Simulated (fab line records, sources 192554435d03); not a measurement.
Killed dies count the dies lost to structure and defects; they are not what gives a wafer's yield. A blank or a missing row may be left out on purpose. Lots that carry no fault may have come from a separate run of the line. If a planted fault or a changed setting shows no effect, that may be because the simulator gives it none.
Chamber matching + flow n5 finfet + N5_BEOL_M13_VIA_ETCH_16 on rie diel-02 has 4 sister chambers
The step etches SiOC in C4F8/O2/Ar, target depth 921.7 nm. 8 wafers are shown with their chamber, then 10 later ones without.

== WAFERS, EACH WITH ITS CHAMBER ==
| wafer  | chamber | showerhead plenum p Torr (Torr) | throttle valve pct (%) |
|--------|---------|---------------------------------|------------------------|
| L083.1 | 1       | 3.52                            | 24.50                  |
| L080.2 | 1       | 3.52                            | 24.47                  |
| L080.6 | 3       | 3.58                            | 23.95                  |
| L089.3 | 2       | 3.37                            | 24.35                  |
| L089.4 | 0       | 3.37                            | 24.40                  |
| L089.6 | 0       | 3.37                            | 24.39                  |
| L090.1 | 3       | 3.57                            | 23.97                  |
| L090.4 | 2       | 3.37                            | 24.36                  |

== WAFERS WITHOUT THEIR CHAMBER ==
| wafer  | showerhead plenum p Torr (Torr) | throttle valve pct (%) |
|--------|---------------------------------|------------------------|
| L090.6 | 3.51                            | 24.51                  |
| L091.1 | 3.51                            | 24.50                  |
| L091.3 | 3.37                            | 24.40                  |
| L091.4 | 3.36                            | 24.36                  |
| L097.1 | 3.51                            | 24.50                  |
| L097.2 | 3.36                            | 24.37                  |
| L097.5 | 3.51                            | 24.51                  |
| L096.4 | 3.36                            | 24.02                  |
| L096.5 | 3.50                            | 24.52                  |
| L096.6 | 3.36                            | 24.00                  |

== WHICH CHAMBER EACH WENT THROUGH ==
| wafer  | from the rows above     | in truth                   |
|--------|-------------------------|----------------------------|
| L090.6 | 1                       | 1                          |
| L091.1 | 1                       | 1                          |
| L091.3 | 0                       | 0                          |
| L091.4 | can't be placed: 2 or 0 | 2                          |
| L097.1 | 1                       | 1                          |
| L097.2 | can't be placed: 2 or 0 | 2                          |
| L097.5 | 1                       | 1                          |
| L096.4 | 2                       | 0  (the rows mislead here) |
| L096.5 | 1                       | 1                          |
| L096.6 | 2                       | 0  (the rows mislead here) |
6 of 10 placed correctly. Unplaceable from these rows: 2, with the true chamber sitting among the candidates in 2. Placed wrongly: 2.
How it was worked out, from the rows above alone: a wafer's distance from a chamber is the root of the sum, over the readings, of the square of ((its reading less the chamber's mean) divided by the reading's scatter). If the next closest chamber is less than 2 further off than the closest, the wafer can't be placed; otherwise it belongs to the closest. The mean given for a chamber averages the wafers shown for that chamber. How the scatter is found: for the shown wafers, subtract from each reading the mean of its chamber, square and add these, divide the total by (wafers less chambers), then take the root.
